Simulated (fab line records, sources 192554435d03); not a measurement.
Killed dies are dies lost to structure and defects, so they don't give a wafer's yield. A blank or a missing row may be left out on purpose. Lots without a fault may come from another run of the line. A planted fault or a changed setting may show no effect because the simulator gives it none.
fab line records | flow n5_finfet
record lots=6 wafers=18 last_day=18
route steps=1938 shown GATE_CUT@498 BEOL_M4@1111 PASSIVATION@1936
lots that met no fault: from a run of the same line without faults
start_h: hours from the record's first day to the start of the lot's first wafer shown | wait_h: hours since the lot's step before | " the same as in the row above | L1.1+2: a row that stands for several wafers | - no value, or no start given | * or withheld: withheld | < > ~ a bound
route shown NAME@n: a module of which the file shows steps, and the number in the route of the first | usual: mean/standard deviation of fault-free wafers | same: alike in all rows | chamber/n: place in a boat | sites: the reading at each site | _std_site: their standard deviation | _edge_site: outer sites' mean less inner sites' | radius_mm: how far each site lies from the wafer's centre | mask NAME#n: copy n | behind: the tool/chamber that last shaped the wafer | hold: why the lot was held/for how many hours/how that ended | device: the transistor (n, p or np) that didn't switch | end of line: the same wafers' tests at the end of the route | a step without rows: its recipe alone | killed: dies lost to structure and defects at the first sort, not the wafer's yield | map: a wafer's dies, x killed, . not, _ none there
set.NAME: the setting as run; set.NAME@STEP: as run at that earlier step | model.NAME: the simulator's own value behind a step, which no gauge read
lots at some steps of the route; a table a step, a row a wafer
services: from which hour (start_h, from the record's first day; less than 0 if before it) a tool's chamber was out of use, for how many hours, and why
## steps
# step N5_GATE_CUT_STRIP_42
# recipe chemistry=O2 power_w=400 temp_c=40 pressure_mtorr=30 rf_frequency_hz=6e+07 bias_power_w=0 overash_fraction=0.3 o2_flow_sccm=225
# usual drypump_motor_current_A=5.9/0.55 o2_flow_sccm=224.9/0.7 oes_product_au=0.76/0.084 rf_vpp_V=3.6/0.5 showerhead_plenum_p_Torr=2.11/0.061 throttle_valve_pct=16.70/0.2
# columns lot.wafer tool chamber start_h wait_h drypump_motor_current_A o2_flow_sccm oes_product_au rf_hours_counter_h rf_vpp_V showerhead_plenum_p_Torr throttle_valve_pct
L556.1 rie_diel-05 1 101.16 0.0 5.3 224.2 0.72 220 3.2 2.16 16.82
L556.2 " 2 " " 6.6 224.8 0.78 131 4.0 2.13 16.74
L556.4 " 0 " " 6.6 225.8 0.79 129 4.0 2.04 16.42
L558.1 rie_diel-05 0 123.18 0.0 6.6 224.5 0.78 136 3.6 2.04 16.44
L558.3 " 2 " " 6.6 225.3 0.77 137 3.0 2.13 16.74
L558.6 " 0 " " 6.6 224.3 0.78 - 3.8 2.04 16.45
L560.3 rie_diel-02 0 131.34 0.0 5.2 224.7 0.72 213 3.9 2.12 16.52
L560.4 " 1 " " 6.3 224.6 0.86 49 3.1 2.15 16.33
L560.5 " 2 " " 5.9 225.2 0.71 - 2.8 1.99 16.61
L563.3 rie_diel-02 3 147.28 0.0 6.2 223.9 0.68 218 4.2 2.19 16.78
L563.4 " 2 " " 5.9 225.5 0.71 228 4.1 1.99 16.62
L563.6 " 3 " " 6.3 223.5 0.68 - 4.2 2.19 16.77
L571.1 rie_diel-03 0 192.21 0.0 5.9 225.4 0.95 17 4.2 2.03 16.55
L571.4 " 2 " " 5.9 223.5 0.98 6 3.8 2.13 16.47
L571.6 " 1 " " 5.3 223.8 0.74 - 3.3 2.09 17.07
L575.1 rie_diel-03 2 217.43 0.0 6.0 224.6 0.96 15 2.9 2.13 16.50
L575.2 " 0 " " 5.9 224.2 0.93 25 3.7 2.03 16.59
L575.4 " 3 " " 4.9 224.6 0.72 186 4.1 2.18 16.77
# step N5_GATE_CUT_ETCH_19
# recipe chemistry=CH3F/O2 target=SiNx mask_material=SiO2 target_depth_a=537 time_s=76.7 pressure_mtorr=30 source_w=395 bias_w=73 Ar_flow_sccm=150 CH3F_flow_sccm=30 O2_flow_sccm=20 ion_energy_ev=120 ends=cleared
# step N5_GATE_CUT_CUT_ETCH_53
# recipe chemistry=SF6/Cl2 target=W mask_material=SiO2 target_depth_a=792 pressure_mtorr=8 icp_w=900 bias_w=80 SF6_flow_sccm=40 Cl2_flow_sccm=60 ends=cleared
# step N5_GATE_CUT_CUT_ETCH_54
# recipe chemistry=Cl2/BCl3 target=TiN mask_material=SiO2 target_depth_a=967 pressure_mtorr=10 icp_w=1000 bias_w=126 Cl2_flow_sccm=53.25 bcl3_flow_sccm=21.75 Ar_flow_sccm=25 ends=cleared
# step N5_GATE_CUT_CUT_ETCH_55
# recipe chemistry=BCl3 target=HfO2 mask_material=SiO2 target_depth_a=32 ion_energy_ev=30 pressure_mtorr=5 icp_w=450 bias_w=18 bcl3_flow_sccm=80
# step N5_GATE_CUT_ETCH_47
# recipe chemistry=Cl2/BCl3 target=SiO2 target_depth_a=100 pressure_mtorr=10 icp_w=1000 bias_w=126 Cl2_flow_sccm=53.25 bcl3_flow_sccm=21.75 Ar_flow_sccm=25
# usual bcl3_flow_sccm=21.74/0.059 drypump_motor_current_A=5.8/0.38 oes_product_au=0.75/0.094 throttle_valve_pct=22.8/0.34
# columns lot.wafer tool chamber start_h wait_h bcl3_flow_sccm drypump_motor_current_A oes_product_au rf_hours_counter_h throttle_valve_pct
L556.1 rie_metal-02 1 101.46 0.0 21.78 5.4 0.66 93 22.9
L556.2 " 0 " " 21.80 6.6 0.91 10 22.7
L556.4 " 1 " " 21.76 5.4 0.66 - 22.9
L558.1 rie_metal-03 1 123.48 0.0 21.72 5.9 0.81 28 22.8
L558.3 " 1 " " 21.67 5.9 0.81 - 22.8
L558.6 " 1 " " 21.78 5.9 0.81 - 22.8
L560.3 rie_metal-02 0 131.70 0.0 21.64 6.7 0.89 - 22.7
L560.4 " 1 " " 21.82 5.4 0.65 - 22.9
L560.5 " 1 " " 21.71 5.4 0.66 - 22.9
L563.3 rie_metal-01 1 147.59 0.0 21.67 5.4 0.57 - 23.0
L563.4 " 0 " " 21.73 5.8 0.77 - 22.2
L563.6 " 1 " " 21.80 5.4 0.57 - 23.0
L571.1 rie_metal-03 1 192.51 0.0 21.73 5.9 0.79 35 22.8
L571.4 " 1 " " 21.74 5.9 0.80 - 22.8
L571.6 " 0 " " 21.65 5.5 0.73 - 23.3
L575.1 rie_metal-03 1 217.73 0.0 21.75 5.9 0.79 37 22.8
L575.2 " 0 " " 21.74 5.5 0.73 58 23.3
L575.4 " 1 " " 21.81 5.8 0.78 - 22.8
# step N5_GATE_CUT_VAPOR_ETCH_48
# recipe chemistry=BCl3/Cl2 target=TiN mode=isotropic
# usual drypump_motor_current_A=5.8/0.38 oes_product_au=0.76/0.097
# columns lot.wafer tool chamber start_h wait_h drypump_motor_current_A oes_product_au
L556.1 rie_metal-02 1 101.49 0.0 5.4 0.66
L556.2 " 0 " " 6.7 0.91
L556.4 " 1 " " 5.4 0.65
L558.1 rie_metal-03 1 123.51 0.0 5.9 0.81
L558.3 " 1 " " 5.9 0.82
L558.6 " 1 " " 5.9 0.81
L560.3 rie_metal-02 0 131.74 0.0 6.7 0.91
L560.4 " 1 " " 5.4 0.66
L560.5 " 1 " " 5.4 0.66
L563.3 rie_metal-01 1 147.62 0.0 5.4 0.56
L563.4 " 0 " " 5.8 0.76
L563.6 " 1 " " 5.4 0.57
L571.1 rie_metal-03 1 192.54 0.0 5.9 0.79
L571.4 " 1 " " 5.9 0.79
L571.6 " 0 " " 5.5 0.72
L575.1 rie_metal-03 1 217.76 0.0 5.9 0.79
L575.2 " 0 " " 5.5 0.72
L575.4 " 1 " " 5.9 0.79
# step N5_GATE_CUT_VAPOR_ETCH_49
# recipe chemistry=BCl3/Cl2 target=TiAlC mode=isotropic
# usual drypump_motor_current_A=5.8/0.38 oes_product_au=0.76/0.097
# columns lot.wafer tool chamber start_h wait_h drypump_motor_current_A oes_product_au
L556.1 rie_metal-02 1 101.52 0.0 5.4 0.66
L556.2 " 0 " " 6.6 0.92
L556.4 " 1 " " 5.4 0.66
L558.1 rie_metal-03 1 123.54 0.0 5.9 0.81
L558.3 " 1 " " 5.9 0.80
L558.6 " 1 " " 5.9 0.81
L560.3 rie_metal-02 0 131.78 0.0 6.6 0.90
L560.4 " 1 " " 5.4 0.65
L560.5 " 1 " " 5.4 0.65
L563.3 rie_metal-01 1 147.65 0.0 5.4 0.57
L563.4 " 0 " " 5.8 0.77
L563.6 " 1 " " 5.4 0.57
L571.1 rie_metal-03 1 192.57 0.0 5.8 0.79
L571.4 " 1 " " 5.9 0.79
L571.6 " 0 " " 5.5 0.73
L575.1 rie_metal-03 1 217.79 0.0 5.9 0.78
L575.2 " 0 " " 5.5 0.73
L575.4 " 1 " " 5.9 0.79
# step N5_GATE_CUT_VAPOR_ETCH_51
# recipe chemistry=BCl3/Cl2 target=HfO2 mode=isotropic
# step N5_GATE_CUT_STRIP_21
# recipe chemistry=N2/H2 time_s=30 power_w=1000 temp_c=250 pressure_mtorr=withheld n2_flow_sccm=1750 h2_flow_sccm=3250
# usual drypump_motor_current_A=5.4/0.36 heater_power_w=334/40
# columns lot.wafer tool chamber start_h wait_h drypump_motor_current_A heater_power_w rf_hours_counter_h
L556.1 plasma_asher-01 0 101.60 0.0 5.6 396 41
L556.2 " 1 " " 5.5 362 41
L556.4 " 1 " " 5.4 361 -
L558.1 plasma_asher-02 1 123.62 0.0 4.9 279 97
L558.3 " 1 " " 4.9 297 -
L558.6 " 1 " " 4.9 299 -
L560.3 plasma_asher-01 0 131.89 0.1 5.6 398 -
L560.4 " 1 " " 5.4 369 -
L560.5 " 1 " " 5.4 354 -
L563.3 plasma_asher-02 0 147.74 0.1 5.8 300 -
L563.4 " 1 " " 4.9 293 -
L563.6 " 0 " " 5.8 300 -
L571.1 plasma_asher-01 0 192.65 0.0 5.6 383 59
L571.4 " 1 " " 5.5 354 -
L571.6 " 0 " " 5.6 398 -
L575.1 plasma_asher-02 0 217.87 0.0 5.8 304 115
L575.2 " 1 " " 4.9 291 115
L575.4 " 1 " " 4.9 301 -
# step N5_GATE_CUT_STRIP_29
# recipe chemistry=post_etch_residue_remover time_s=60 temp_c=25 remover_ph=withheld remover_water_wt_pct=withheld remover_fluoride_wt_pct=withheld
# step N5_GATE_CUT_SRD_52
# recipe dry=ipa_marangoni time_s=30 temp_c=23 rinse_liquid=diw
# step N5_GATE_CUT_ALD_22
# recipe material=SiNx target_thk_a=160 temp_c=400 ald_precursor_family=SiH2I2 ald_co_reactant=N2/H2-plasma pulse_time_s=1 ald_cycles=320 purge_time_s=2 co_reactant_purge_time_s=2 pressure_torr=2
# usual ald_cycles=320/0 heater_power_w=852/80 precursor_pulse_height_rel=1.000/0.023
# columns lot.wafer tool chamber start_h wait_h ald_cycles heater_power_w precursor_pulse_height_rel model.SiNx_of_GATE_CUT_ALD_22.thk_nm
L556.1 ald_sin-03 0 101.75 0.0 320 878 1.018 16
L556.2 " 1 " " 320 811 1.013 16
L556.4 " 2 " " 320 835 1.010 16.2
L558.1 ald_sin-03 0 123.78 0.0 498 892 1.011 24.8
L558.3 " 3 " " 320 776 0.974 16
L558.6 " 2 " " 498 833 0.983 25
L560.3 ald_sin-03 3 132.26 0.3 320 762 0.987 16
L560.4 " 2 " " 320 823 1.017 16.2
L560.5 " 1 " " 498 825 1.022 25
L563.3 ald_sin-02 3 147.88 0.0 320 989 1.033 16
L563.4 " 1 " " 320 914 0.989 16
L563.6 " 2 " " 320 728 0.998 16
L571.1 ald_sin-04 2 192.80 0.0 320 945 1.002 16
L571.4 " 0 " " 320 789 1.025 16
L571.6 " 3 " " 320 772 0.982 16.2
L575.1 ald_sin-04 1 218.13 0.1 320 831 1.013 15.8
L575.2 " 3 " " 320 807 0.979 16
L575.4 " 2 " " 320 936 1.004 16
# step N5_GATE_CUT_CMP_23
# recipe stop_on=SiO2 t_overpolish_s=23.4 post_cmp_clean=alkaline_brush down_force_psi=2.5 platen_rpm=51.8 pad_velocity_m_s=1.0307 target_thk_nm=16
# usual motor_current_A=8.6/0.88 retaining_ring_pressure_frac=1.000/0.0046 time_to_endpoint_s=20.4/2.7
# columns lot.wafer tool chamber start_h wait_h motor_current_A retaining_ring_pressure_frac time_to_endpoint_s model.SiNx_of_GATE_CUT_ALD_22.thk_nm
L556.4 cmp-01 1 103.24 0.8 7.6 0.998 19.6 16.2
L556.2 " 2 " " 8.9 1.003 21.4 16
L556.1 " 3 " " 7.3 0.997 18.5 16
L558.3 cmp-02 3 125.48 1.0 8.2 1.002 16.6 16
L558.1 " 1 " " 9.7 1.004 32.3 15.8
L558.6 " 3 " " 8.8 1.006 25.9 14.4
L560.4 cmp-03 1 133.79 0.8 8.7 1.001 25.4 16.2
L560.3 " 2 " " 8.6 1.005 23.0 16
L560.5 " 1 " " 8.7 1.000 34.7 19
L563.3 cmp-02 1 149.40 0.8 10.0 0.994 23.2 16
L563.4 " 2 " " 8.1 0.998 19.6 16
L563.6 " 0 " " 9.4 1.002 23.3 16
L571.1 cmp-02 2 194.44 0.9 7.9 1.001 17.8 16
L571.4 " 0 " " 9.9 1.000 21.4 16
L571.6 " 3 " " 8.0 0.999 19.7 16.2
L575.2 cmp-01 2 219.62 0.8 9.4 1.005 20.0 16
L575.4 " 0 " " 10.2 0.995 21.9 16
L575.1 " 1 " " 7.3 1.003 14.9 15.8
# step N5_GATE_CUT_THK_MEAS_24
# recipe reads=SiO2_of_GATE_CUT_HM_DEP_46+SiO2_flowable_of_ILD0_FCVD_FILL_01
# usual GC_FILL_THK=219.8/2.7
# columns lot.wafer tool chamber start_h wait_h GC_FILL_THK[nm]
L556.1 film_metro-01 - 103.54 - 221.4
L556.2 " - " " 220.1
L556.4 " - " " 221.3
L558.1 film_metro-01 - 125.78 - 224.0
L558.3 " - " " 222.9
L558.6 " - " " 222.2
L560.3 film_metro-01 - 134.05 - 219.3
L560.4 " - " " 223.8
L560.5 " - " " 223.5
L563.3 film_metro-02 - 149.66 - 221.0
L563.4 " - " " 220.9
L563.6 " - " " 223.7
L571.1 film_metro-02 - 194.73 - 218.3
L571.4 " - " " 223.8
L571.6 " - " " 221.0
L575.1 film_metro-02 - 219.91 - 214.8
L575.2 " - " " 216.3
L575.4 " - " " 217.2
# step N5_BEOL_M4_RC_MEAS_101
# usual DIBL_N=36.4/2.7 DIBL_P=36/3.2 IOFF_N=0.16/0.046 IOFF_P=0.21/0.055 ION_N=677/15 ION_P=464/11 SS_N=71.5/0.79 SS_P=73.3/0.93 VT_N=250/4.1 VT_P=-251/4.4
# columns lot.wafer tool chamber start_h wait_h DIBL_N[mV/V] DIBL_P[mV/V] IOFF_N[nA/um] IOFF_P[nA/um] ION_N[uA/um] ION_P[uA/um] SS_N[mV/dec] SS_P[mV/dec] VT_N[mV] VT_P[mV]
L556.1 prober-01 0 188.78 0.0 38.1 39 0.20 0.30 686 480 72.7 74.1 244 -243
L556.2 " 0 " " 37.1 39 0.20 0.32 686 482 71.5 73.9 241 -240
L556.4 " 0 " " 34.7 34 0.14 0.20 689 469 71.1 72.3 248 -248
L558.1 prober-02 0 216.76 0.0 36.4 35 0.16 0.16 673 454 71.5 73.0 251 -253
L558.3 " 0 " " 36.5 36 0.17 0.19 696 478 72.0 73.5 248 -254
L558.6 " 0 " " 38.9 39 0.19 0.23 671 459 73.0 73.8 248 -250
L560.3 prober-01 0 232.87 0.3 34.3 36 0.13 0.19 670 461 71.3 72.5 254 -252
L560.4 " 0 " " 32.7 34 0.11 0.17 662 457 70.7 71.9 253 -253
L560.5 " 0 " " 32.1 33 0.11 0.16 672 463 70.8 72.1 253 -250
L563.3 prober-02 0 238.53 0.3 35.7 34 0.13 0.17 669 457 71.1 72.8 253 -254
L563.4 " 0 " " 37.1 37 0.18 0.22 701 478 71.4 74.4 245 -251
L563.6 " 0 " " 37.6 38 0.18 0.22 683 462 71.9 74.0 247 -250
L571.1 prober-02 0 286.58 0.0 35.4 37 0.14 0.16 681 463 71.3 72.8 253 -256
L571.4 " 0 " " 38.2 39 0.18 0.19 675 451 72.4 73.8 248 -256
L571.6 " 0 " " 36.8 38 0.14 0.16 671 449 72.4 72.8 254 -257
L575.1 prober-02 0 319.05 0.0 37.4 36 0.16 0.21 681 465 70.7 73.3 248 -250
L575.2 " 0 " " 36.8 36 0.15 0.19 670 456 70.8 73.2 250 -254
L575.4 " 0 " " 37.1 36 0.17 0.20 697 477 70.7 72.9 248 -253
# step N5_PASSIVATION_PROBE_49
# usual defect_limited_yield=91.1/1.4 killed_at_M0_to_M3=34/9.7 killed_at_M4_up=13/5.1 killed_at_contacts=14/6.3 killed_at_front_end=40/11 killed_at_other=3.5/2.7 killed_dies=105/16 killed_open=70/12 killed_short=34/7.8 sort_bin_5_function=5.2/0.88 sort_bin_6_memory=3.3/0.7 sort_n_pass=1074/17 sort_yield_pct=91.0/1.5
# same gross_dies=1180 killed_at_back_side=0 sort_bin_4_leakage[%]=0 sort_bin_8_speed[%]=0
# columns lot.wafer tool chamber start_h wait_h defect_limited_yield[%] killed_at_M0_to_M3 killed_at_M4_up killed_at_contacts killed_at_front_end killed_at_other killed_dies killed_open killed_short sort_bin_5_function[%] sort_bin_6_memory[%] sort_n_pass sort_yield_pct[%]
L560.3 prober-01 - 335.96 0.1 91.4 25 17 11 48 1 102 63 31 4.1 4.0 1078 91.4
L560.4 prober-01 - 336.01 0.2 92.7 17 13 16 39 1 86 65 20 4.4 2.8 1094 92.7
L560.5 prober-01 - 336.06 0.2 91.4 45 8 18 30 0 101 68 27 5.5 2.3 1079 91.4
L571.1 prober-01 - 387.99 0.0 92.8 29 8 12 33 3 85 54 30 4.6 2.5 1095 92.8
L571.6 prober-01 - 388.24 0.3 90.7 43 9 16 40 2 110 64 45 5.3 3.3 1070 90.7
# killed by level:class
L560.3 STI_FIN_REVEAL:geometric_particle:open=10 MOL_CONTACT_COAG:geometric_particle:open=9 BEOL_M0_SAQP:geometric_particle:short=9 GATE_CUT:geometric_particle:open=7 BEOL_M0_SAQP:geometric_particle:open=6 BEOL_M5:geometric_particle:open=6 DUMMY_GATE:geometric_particle:open=5 GATE_CUT:geometric_particle:short=5
L560.4 STI_FIN_REVEAL:geometric_particle:open=16 MOL_CONTACT_COAG:geometric_particle:open=11 BEOL_M0:geometric_particle:open=9 MOL_CONTACT_COAG:geometric_particle:short=5 GATE_CUT:geometric_particle:open=4 BEOL_M4:geometric_particle:open=4 BEOL_M5:geometric_particle:open=4 FIN_SAQP:geometric_particle:open=3
L560.5 MOL_CONTACT_COAG:geometric_particle:open=17 BEOL_M0_SAQP:geometric_particle:open=9 BEOL_M3:geometric_particle:open=9 BEOL_M0_SAQP:geometric_particle:short=8 BEOL_M2:geometric_particle:open=7 BEOL_M0:geometric_particle:open=6 STI_FIN_REVEAL:geometric_particle:open=5 BEOL_M5:geometric_particle:open=5
L571.1 STI_FIN_REVEAL:geometric_particle:open=10 MOL_CONTACT_COAG:geometric_particle:open=9 GATE_CUT:geometric_particle:short=6 BEOL_M1:geometric_particle:open=6 GATE_CUT:geometric_particle:open=4 BEOL_M0_SAQP:geometric_particle:open=4 BEOL_M0_SAQP:geometric_particle:short=4 BEOL_M2:geometric_particle:open=4
L571.6 MOL_CONTACT_COAG:geometric_particle:open=13 FIN_SAQP:geometric_particle:short=12 BEOL_M0_SAQP:geometric_particle:open=11 BEOL_M0_SAQP:geometric_particle:short=11 BEOL_M2:geometric_particle:open=7 DUMMY_GATE:geometric_particle:open=6 BEOL_M1:geometric_particle:open=6 GATE_CUT:geometric_particle:short=5
## services
# columns tool chamber start_h hours kind
rie_diel-02 0 83.16 3.2 repair
cmp-02 - 85.20 0.6 repair
ald_sin-03 - 85.37 14.0 pm
cmp-01 - 91.66 2.6 repair
rie_metal-03 - 96.80 1.3 repair
rie_metal-01 - 107.94 0.5 repair
rie_diel-05 3 120.53 12.2 repair
cmp-01 - 121.50 1.7 repair
cmp-03 - 123.58 3.4 pm
rie_metal-03 - 128.12 14.6 pm
rie_diel-05 0 130.14 5.3 repair
ald_sin-02 2 130.82 3.4 repair
rie_metal-01 - 144.80 0.9 repair
rie_diel-02 - 145.77 0.3 repair
ald_sin-04 0 151.87 11.8 repair
rie_metal-03 0 152.94 18.0 repair
rie_metal-02 - 155.30 1.4 pm
cmp-02 - 160.85 1.0 repair
cmp-03 - 161.57 1.2 repair
cmp-01 - 165.58 2.2 repair
cmp-02 - 170.68 1.6 repair
cmp-01 - 180.99 0.5 repair
cmp-01 - 191.15 4.0 pm
cmp-02 - 201.76 0.5 repair
## key
first_sign step=N5_GATE_CUT_ALD_22 reading=ald_cycles direction=up sigmas=99+ usual=* struck=*
effect step=N5_GATE_CUT_CMP_23 reading=time_to_endpoint_s direction=up sigmas=3.8 usual=* struck=*
model_effect step=N5_GATE_CUT_ALD_22 value=SiNx_of_GATE_CUT_ALD_22.thk_nm without=16.07 struck=24.93
model_effect step=N5_GATE_CUT_CMP_23 value=SiNx_of_GATE_CUT_ALD_22.thk_nm without=16.07 struck=16.4
met_at N5_GATE_CUT_ALD_22
struck_wafers L558.1,L558.6,L560.5
onset_between 101.75 123.78
fault kind=process_parameter_drift tool=ald_sin-03 chamber=- onset_h=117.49 steps=N5_GATE_CUT_ALD_22 channel=ald_cycles offset=* shape=step end_h=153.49 scope=struck_wafers_only acts_in=* stated=*
